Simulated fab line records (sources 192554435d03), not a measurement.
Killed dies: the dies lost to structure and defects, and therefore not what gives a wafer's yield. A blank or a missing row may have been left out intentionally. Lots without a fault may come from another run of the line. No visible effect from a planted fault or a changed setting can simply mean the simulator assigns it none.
Split-lot study    flow n5_finfet    on a route of 1938 steps: 7 lots, 39 wafers read

## THE SPLIT
At N5_HKMG_FIN_ETCH_35 (etches SOC in N2/H2, target depth 215.8 nm, time 243.4 s), the setting source_w was moved away from the recipe's 3000 W on 12 of the 39 wafers read, by -17.7% to +16.0%. This setting was run at the recipe's value on the other wafers.

The reading is taken at the split's own step.

## THE READING
rf_vpp_V, in V, at N5_HKMG_FIN_ETCH_35 (etches SOC in N2/H2, target depth 215.8 nm, time 243.4 s). A value of 141.4 V with a standard deviation of 1.2 V is what fault-free wafers of this fab line usually give.

wafer   tool, chamber at the split  source_w as run, W  against the recipe  rf_vpp_V, V  against lot-mates on the recipe
L075.1  rie_diel-06, 2              3000                recipe              143.4        -
L075.2  rie_diel-06, 3              3000                recipe              143.0        -
L075.4  rie_diel-06, 1              3000                recipe              139.8        -
L081.1  rie_diel-03, 1              3000                recipe              143.7        -
L081.2  rie_diel-03, 2              3000                recipe              140.2        -
L081.3  rie_diel-03, 3              3000                recipe              141.7        -
L081.4  rie_diel-03, 0              3000                recipe              141.2        -
L081.5  rie_diel-03, 1              3000                recipe              142.4        -
L081.6  rie_diel-03, 2              3000                recipe              140.8        -
L085.1  rie_diel-06, 0              2737                -8.8%               145.7        +3.2
L085.2  rie_diel-06, 2              3000                recipe              142.9        -
L085.3  rie_diel-06, 1              3000                recipe              143.1        -
L085.4  rie_diel-06, 2              2737                -8.8%               146.9        +4.4
L085.5  rie_diel-06, 0              3000                recipe              141.6        -
L085.6  rie_diel-06, 1              2737                -8.8%               147.0        +4.5
L087.1  rie_diel-06, 3              3481                +16.0%              134.4        -7.1
L087.2  rie_diel-06, 1              3481                +16.0%              134.8        -6.7
L087.3  rie_diel-06, 2              3000                recipe              142.7        -
L087.4  rie_diel-06, 0              3000                recipe              139.1        -
L087.5  rie_diel-06, 1              3000                recipe              142.8        -
L087.6  rie_diel-06, 0              3481                +16.0%              133.5        -8.0
L089.1  rie_diel-03, 3              3000                recipe              142.1        -
L089.2  rie_diel-03, 1              3318                +10.6%              138.7        -2.1
L089.3  rie_diel-03, 0              3318                +10.6%              136.7        -4.1
L089.4  rie_diel-03, 2              3000                recipe              139.2        -
L089.5  rie_diel-03, 1              3318                +10.6%              136.6        -4.2
L089.6  rie_diel-03, 2              3000                recipe              141.1        -
L091.1  rie_diel-05, 0              2468                -17.7%              151.5        +11.1
L091.2  rie_diel-05, 1              2468                -17.7%              151.0        +10.6
L091.3  rie_diel-05, 3              2468                -17.7%              150.4        +10.0
L091.4  rie_diel-05, 1              3000                recipe              140.7        -
L091.5  rie_diel-05, 3              3000                recipe              140.6        -
L091.6  rie_diel-05, 0              3000                recipe              140.0        -
L096.1  rie_diel-06, 0              3000                recipe              140.5        -
L096.2  rie_diel-06, 1              3000                recipe              142.8        -
L096.3  rie_diel-06, 2              3000                recipe              140.4        -
L096.4  rie_diel-06, 3              3000                recipe              140.7        -
L096.5  rie_diel-06, 1              3000                recipe              143.0        -
L096.6  rie_diel-06, 2              3000                recipe              142.8        -

THE FIT
A straight line over all 39 wafers: rf_vpp_V changes by -0.49 V for each +1% of source_w; r = -0.95; the points scatter about the line by 1.3 V.
The same after taking each lot's own level away (the mean of its wafers on the recipe; 39 wafers): -0.494 V for each +1%; r = -0.95; scatter 1.3 V.
On that fit, the largest move of source_w shifts the reading by 8.8 V.
Across the lots, their own levels run from 140.43 to 142.53 V, a range of 1.8 times the standard deviation given above.
The two slopes agree, so the slope changes little with the lot-to-lot level.
Check: with one of the wafers moved furthest among these (-17.7%) left out of the fit, the line predicts +8.66 V for it against its lot-mates. Against them it came out at +11.1 V.
Tool readings at the split's step, against how far the setting was moved: rf_vpp_V r = -0.95.

## THE OTHER SPLITS THESE WAFERS WENT THROUGH
Before the reading, these wafers also passed through other splits. Each is held against what the fit with the lots' levels taken away leaves over:
other split on the same wafers        wafers away from the commonest value  r with rf_vpp_V (lot level and that fit taken away)
N5_SD_EPI_P_EPI_21 epi_growth_time_s  15                                    +0.36

## THE WHOLE CHAIN: every reading that the file lists as answering this split, in the file's order
step                 what it does                                              reading                                                                          change (the file's fit)               r (the file's)
N5_HKMG_FIN_ETCH_35  etches SOC in N2/H2, target depth 215.8 nm, time 243.4 s  rf_vpp_V                                                                         -0.496 V for each +1% of the setting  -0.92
N5_HKMG_FIN_ETCH_35  etches SOC in N2/H2, target depth 215.8 nm, time 243.4 s  SOC_of_HKMG_FIN_COAT_29.thk_nm (the simulator's own value, which no gauge read)  -1.86 nm for each +1% of the setting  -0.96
N5_HKMG_FIN_ETCH_35  etches SOC in N2/H2, target depth 215.8 nm, time 243.4 s  etch.depth_nm (the simulator's own value, which no gauge read)                   +1.87 nm for each +1% of the setting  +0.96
N5_HKMG_FIN_ETCH_35  etches SOC in N2/H2, target depth 215.8 nm, time 243.4 s  HKMG_FIN.feature_depth_nm (the simulator's own value, which no gauge read)       +1.87 nm for each +1% of the setting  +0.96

## THE FILE'S OWN FIT
rf_vpp_V changes by -0.496 V for each +1% of source_w, r = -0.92.
